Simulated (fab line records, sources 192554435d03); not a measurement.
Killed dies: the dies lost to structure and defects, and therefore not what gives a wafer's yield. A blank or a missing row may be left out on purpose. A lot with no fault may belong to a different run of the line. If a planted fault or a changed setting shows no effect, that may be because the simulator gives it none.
A lot that was struck, set against a sound lot -- flow n5 finfet -- 37 steps out of a route of 1938
Sound: wafers L652.1, L652.5, L652.6. Struck: wafer L660.4 (L660.2, L660.6, from the same lot, were not struck and are left out); the cause is given at the end.
Each step with rows lists, per side, the tool, then ch with its chambers, then its first start. Under that, the readings that differ: sound wafers -- struck wafers -- difference of the means -- sigmas: that difference in standard deviations of wafers without a fault.
alike: a reading whose means differ by less than 2 such deviations, as well as words and numbers matching on both sides. not compared: withheld readings; readings where some wafer has no value; bounds like >300 that might hide an equal value; numbers whose values overlap and for which the record gives no deviation.
Wherever a step has rows on one side only, a row that says differs or no value, or a row with sigmas, the two part there. Non-overlapping numbers with no deviation appear without sigmas and do not part them. A reading that every wafer of one side lacks parts them only if that side has two wafers or more.

first, 9 steps without rows for these wafers: N5_BEOL_M6_ALD_77 (deposits TaN, target thk 2 nm, pulse time 2 s, purge time 3 s); N5_BEOL_M6_SURFACE_TREAT_79; N5_BEOL_M6_CVD_78 (deposits Co from CCTBA/H2, target thk 2 nm, time 142.3 s); N5_BEOL_M6_SPUTTER_48 (material Cu, target thk 10 nm, time 1.667 s); N5_BEOL_M6_ECD_50 (material Cu, target thk 300 nm); N5_BEOL_M6_ANNEAL_51 (time 90 s); N5_BEOL_M6_CMP_52 (polishes, stops on SiCOH lowk, t overpolish 6.9 s, target thk 80 nm); N5_BEOL_M6_PRE_CLEAN_55 (time 15 s); N5_BEOL_M6_DEP_56 (deposits SiCN from 3MS/NH3, target thk 10 nm, time 17.5 s).
N5_BEOL_M7_ILD_DEP_00: deposits SiCOH lowk from DEMS/porogen, target thk 179.75 nm, time 33.4 s.
  sound on pecvd-01 ch 0,1,2, day 8 21:17; struck on pecvd-01 ch 0, day 11 05:44
reading,sound,struck,difference,sigmas
susceptor temp C (C),300.34 300.11 300.29,285.27,-14.98,-75
model.SiCOH_lowk_of_BEOL_M7_ILD_DEP_00.thk nm (nm),180.8 179.2 178.8,197.2,+17.6,
  alike: heater power w, showerhead plenum p Torr, throttle valve pct
then, 1 step without rows for these wafers: N5_BEOL_M7_CURE_74 (cures SiCOH lowk, time 240 s).
N5_BEOL_M7_THK_MEAS_01:
  sound: film metro-02 at day 8 21:52; struck: film metro-01 at day 11 06:19
reading,sound,struck,difference,sigmas
M7_ILD_THK (nm),155.9 154.6 154.1,170.3,+15.4,+9
then, 23 steps without rows for these wafers: N5_BEOL_M7_PECVD_70 (deposits SiO2 from TEOS/O2, target thk 20 nm, time 22.7 s); N5_BEOL_M7_HM_DEP_02 (deposits TiN, target thk 20 nm); N5_BEOL_M7_COAT_59 (time 60 s, resist thk 100 nm); N5_BEOL_M7_COAT_60 (time 60 s, resist thk 35 nm); N5_BEOL_M7_COAT_05 (resist thk 90 nm); N5_BEOL_M7_EBR_07; N5_BEOL_M7_SOFTBAKE_06 (time 60 s); N5_BEOL_M7_EXPOSE_08 (exposes mask M7); N5_BEOL_M7_PEB_09 (peb time 60 s); N5_BEOL_M7_DEVELOP_10 (develop time 30 s); N5_BEOL_M7_DESCUM_16 (chemistry O2, time 7.9 s); N5_BEOL_M7_ETCH_61 (etches SiARC in CF4, target depth 45.5 nm, time 75.8 s); N5_BEOL_M7_ETCH_62 (etches SOC in N2/H2, target depth 110 nm, overetch 22 nm, time 165 s); N5_BEOL_M7_STRIP_68 (strips in N2/H2); N5_BEOL_M7_STRIP_67 (strips in CF4); N5_BEOL_M7_HM_OPEN_17 (chemistry Cl2/BCl3, target TiN, target depth 20 nm, overetch 6 nm); N5_BEOL_M7_STRIP_19 (strips in O2); N5_BEOL_M7_COAT_63 (time 60 s, resist thk 60 nm); N5_BEOL_M7_COAT_64 (time 60 s, resist thk 12 nm); N5_BEOL_M7_COAT_71 (time 60 s, resist thk 5 nm); N5_BEOL_M7_COAT_22 (resist thk 30 nm); N5_BEOL_M7_EBR_24; N5_BEOL_M7_SOFTBAKE_23 (time 60 s).
N5_BEOL_M7_CMP_52: polishes, stops on SiCOH lowk, t overpolish 6.9 s, target thk 80 nm.
  sound on cmp-03 ch 0,1,2, day 9 03:59; struck on cmp-03 ch 2, day 11 12:26
reading,sound,struck,difference,sigmas
model.SiCOH_lowk_of_BEOL_M7_ILD_DEP_00.thk nm (nm),153 151.4 151.2,167.2,+15.3,
  alike: motor current A
-- record jumps: 3 days separate the struck wafers' starts on either side; left off in module BEOL_M7, taken up again in module PASSIVATION, whose first shown step is the route's number 1936 --
N5_PASSIVATION_PROBE_49:
  rows exist in the record for the struck wafers here (prober-01, day 14 08:30), but not for the sound ones

WHERE THEY PART
At N5_BEOL_M7_ILD_DEP_00 first; at N5_PASSIVATION_PROBE_49 last (within this record only).

WHY: what had been put in by the simulator
pecvd-01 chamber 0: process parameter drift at N5_BEOL_M7_ILD_DEP_00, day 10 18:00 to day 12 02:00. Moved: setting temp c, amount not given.
